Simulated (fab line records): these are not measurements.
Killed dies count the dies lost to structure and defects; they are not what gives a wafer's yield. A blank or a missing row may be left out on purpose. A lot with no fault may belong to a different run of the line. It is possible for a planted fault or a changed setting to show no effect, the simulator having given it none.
Which of the tools did it? :: flow n5_finfet :: 8 lots, 24 wafers sampled, at 2 steps of a route of 1938

== WHAT THE GAUGES READ, wafer by wafer ==
N5_SD_EPI_P_OVL_MEAS_10.
lot: L256
measured: day 4 10:35
on: overlay-01
SD_P_BLK_OVL (nm): 0.0 0.3 0.0

lot: L259
measured: day 5 09:40
on: overlay-02
SD_P_BLK_OVL (nm): -0.4 -0.2 -0.2

lot: L263
measured: day 5 22:42
on: overlay-02
SD_P_BLK_OVL (nm): 0.8 -0.2 -0.4

lot: L264
measured: day 6 06:21
on: overlay-01
SD_P_BLK_OVL (nm): -1.0 -0.8 -1.3

lot: L265
measured: day 6 10:26
on: overlay-02
SD_P_BLK_OVL (nm): 0.2 -1.2 -0.1

lot: L268
measured: day 7 04:46
on: overlay-01
SD_P_BLK_OVL (nm): -0.3 -1.3 -0.2

lot: L270
measured: day 7 18:22
on: overlay-01
SD_P_BLK_OVL (nm): -1.5 -0.6 -0.5

lot: L273
measured: day 8 12:21
on: overlay-01
SD_P_BLK_OVL (nm): -0.5 -0.9 -1.1

== WHAT TOOL EACH LOT RAN ON (gives the tool, then ch and the chambers of the sampled wafers, and finally the start) ==
lot: L256
N5_SD_EPI_N_ETCH_45: rie_diel-01 ch 0,1,2, day 4 06:42

lot: L259
N5_SD_EPI_N_ETCH_45: rie_diel-01 ch 0,1,2, day 5 05:49

lot: L263
N5_SD_EPI_N_ETCH_45: rie_diel-04 ch 0,1,3, day 5 18:41

lot: L264
N5_SD_EPI_N_ETCH_45: rie_diel-01 ch 0,2,3, day 6 00:41

lot: L265
N5_SD_EPI_N_ETCH_45: rie_diel-04 ch 1,2,3, day 6 06:18

lot: L268
N5_SD_EPI_N_ETCH_45: rie_diel-01 ch 0,2,3, day 6 23:39

lot: L270
N5_SD_EPI_N_ETCH_45: rie_diel-05 ch 0,1,2, day 7 14:22

lot: L273
N5_SD_EPI_N_ETCH_45: rie_diel-04 ch 2,3, day 8 08:13
- N5_SD_EPI_N_ETCH_45: etches SiOCN in CH3F/O2, target depth 6 nm.

== THE ANSWER, worked out from the rows above alone ==
Rule: the usual values come from the lots themselves. Put in order of their means at a reading, lots are off if they are a third of the lots or fewer, leave a main group of 4 or more, and stand apart from it by a gap of 3 or more times the standard deviation of the main group's means; of several such gaps the widest counts. A main group is skipped when, at the precision printed for the reading in the tables above, its means are all equal. A lot without any number at a reading at which 4 lots or more have one is off too. Any other lot the step has rows for is counted as sound.
No lot is off on any of the readings shown, so nothing can be concluded from this.

== WHAT WAS PUT IN BY THE SIMULATOR ==
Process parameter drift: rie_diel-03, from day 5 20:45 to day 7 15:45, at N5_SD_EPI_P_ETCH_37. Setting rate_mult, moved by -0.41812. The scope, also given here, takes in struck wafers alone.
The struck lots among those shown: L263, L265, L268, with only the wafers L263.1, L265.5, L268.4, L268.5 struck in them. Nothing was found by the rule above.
